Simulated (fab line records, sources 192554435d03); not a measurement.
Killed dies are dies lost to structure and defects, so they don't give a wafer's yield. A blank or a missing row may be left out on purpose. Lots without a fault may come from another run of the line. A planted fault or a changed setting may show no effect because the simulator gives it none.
Split-lot experiment | flow n5_finfet | 7 lots, 39 wafers read, on a route of 1938 steps

THE SPLIT
At N5_BEOL_M14_ETCH_68 (etches SOC in N2/H2, time 450 s), the setting target_depth_a was moved away from the recipe's 9000 angstrom on 18 of the 39 wafers read, by -54.1% to +41.8%. The other wafers ran this setting at the recipe's value.

The reading is taken at the split's own step.

THE READING
SiARC_of_BEOL_M14_COAT_66.thk_nm (the simulator's own value, which no gauge read), in nm, at N5_BEOL_M14_ETCH_68 (etches SOC in N2/H2, time 450 s). The file gives no usual value for it. The 21 wafers here that ran the recipe average 64.8 nm, standard deviation 0.54 nm.

wafer  | tool, chamber at the split | target_depth_a as run, angstrom | against the recipe | SiARC_of_BEOL_M14_COAT_66.thk_nm, nm | against lot-mates on the recipe
L076.1 | rie_diel-06, 3             | 9000                            | recipe             | 65                                   | -
L076.2 | rie_diel-06, 1             | 6827                            | -24.1%             | 76.4                                 | +11.3
L076.3 | rie_diel-06, 0             | 6827                            | -24.1%             | 76                                   | +10.9
L076.4 | rie_diel-06, 3,0           | 9000                            | recipe             | 65.2                                 | -
L076.5 | rie_diel-06, 3,0           | 9000                            | recipe             | 65.2                                 | -
L076.6 | rie_diel-06, 1             | 6827                            | -24.1%             | 76.6                                 | +11.5
L079.1 | rie_diel-06, 0,2           | 4135                            | -54.1%             | 89                                   | +24.2
L079.2 | rie_diel-06, 0,2           | 4135                            | -54.1%             | 89                                   | +24.2
L079.3 | rie_diel-06, 1             | 9000                            | recipe             | 65                                   | -
L079.4 | rie_diel-06, 3             | 9000                            | recipe             | 64.6                                 | -
L079.5 | rie_diel-06, 2             | 4135                            | -54.1%             | 88.8                                 | +24.0
L079.6 | rie_diel-06, 1             | 9000                            | recipe             | 64.8                                 | -
L091.2 | rie_diel-02, 2             | 9000                            | recipe             | 64                                   | -
L091.4 | rie_diel-02, 2             | 9000                            | recipe             | 64                                   | -
L091.5 | rie_diel-02, 0             | 9000                            | recipe             | 64.8                                 | -
L092.1 | rie_diel-02, 1             | 6806                            | -24.4%             | 75.6                                 | +10.7
L092.4 | rie_diel-02, 1             | 6806                            | -24.4%             | 75.6                                 | +10.7
L092.2 | rie_diel-02, 0             | 6806                            | -24.4%             | 76.6                                 | +11.7
L092.3 | rie_diel-02, 2             | 9000                            | recipe             | 64.8                                 | -
L092.5 | rie_diel-02, 0             | 9000                            | recipe             | 65.8                                 | -
L092.6 | rie_diel-02, 2             | 9000                            | recipe             | 64.2                                 | -
L094.1 | rie_diel-06, 1             | 12760                           | +41.8%             | 47.6                                 | -17.9
L094.2 | rie_diel-06, 0             | 12760                           | +41.8%             | 46                                   | -19.5
L094.3 | rie_diel-06, 3             | 9000                            | recipe             | 65.6                                 | -
L094.4 | rie_diel-06, 2             | 9000                            | recipe             | 65.2                                 | -
L094.5 | rie_diel-06, 3             | 9000                            | recipe             | 65.8                                 | -
L094.6 | rie_diel-06, 0             | 12760                           | +41.8%             | 46.6                                 | -18.9
L097.1 | rie_diel-06, 3             | 12560                           | +39.6%             | 47.2                                 | -17.5
L097.2 | rie_diel-06, 1             | 12560                           | +39.6%             | 48.6                                 | -16.1
L097.3 | rie_diel-06, 2,0           | 9000                            | recipe             | 64.6                                 | -
L097.6 | rie_diel-06, 2,0           | 9000                            | recipe             | 64.6                                 | -
L097.4 | rie_diel-06, 0             | 9000                            | recipe             | 64.8                                 | -
L097.5 | rie_diel-06, 3             | 12560                           | +39.6%             | 47.8                                 | -16.9
L096.1 | rie_diel-02, 3             | 9000                            | recipe             | 63.8                                 | -
L096.2 | rie_diel-02, 2             | 12150                           | +35.0%             | 47.4                                 | -17.1
L096.3 | rie_diel-02, 1             | 12150                           | +35.0%             | 48.6                                 | -15.9
L096.4 | rie_diel-02, 0             | 9000                            | recipe             | 65.2                                 | -
L096.5 | rie_diel-02, 1             | 9000                            | recipe             | 64.6                                 | -
L096.6 | rie_diel-02, 2             | 12150                           | +35.0%             | 48.2                                 | -16.3
Where a row lists several chambers, the file gives one row for several wafers and doesn't say which wafer went through which chamber.

THE FIT
A straight line over all 39 wafers: SiARC_of_BEOL_M14_COAT_66.thk_nm changes by -0.448 nm for each +1% of target_depth_a; r = -1.00; the points scatter about the line by 0.69 nm.
The same after taking each lot's own level away (the mean of its wafers on the recipe; 39 wafers): -0.448 nm for each +1%; r = -1.00; scatter 0.57 nm.
On that fit, the largest move of target_depth_a shifts the reading by 24 nm.
The lots' own levels span 64.27 to 65.53 nm, that is 2.3 times the standard deviation above.
So the lot-to-lot level changes the slope little: the two slopes agree.
Check: with one of the wafers moved furthest among these (-54.1%) left out of the fit, the line predicts +24.3 nm for it against its lot-mates. It came out at +24.2 nm against them.

OTHER SPLITS ON THESE WAFERS
These wafers also went through other splits before the reading. Each is held against what the fit with the lots' levels taken away leaves over:
other split on the same wafers | wafers away from the commonest value | r with SiARC_of_BEOL_M14_COAT_66.thk_nm (lot level and that fit taken away)
N5_BEOL_M8_ILD_DEP_00 time_s   | 15                                   | -0.16
N5_BEOL_M10_VIA_ETCH_34 time_s | 18                                   | -0.23
N5_BEOL_M12_ETCH_68 time_s     | 6                                    | +0.34

THE FILE'S OWN FIT
SiARC_of_BEOL_M14_COAT_66.thk_nm changes by -0.448 nm for each +1% of target_depth_a, r = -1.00.
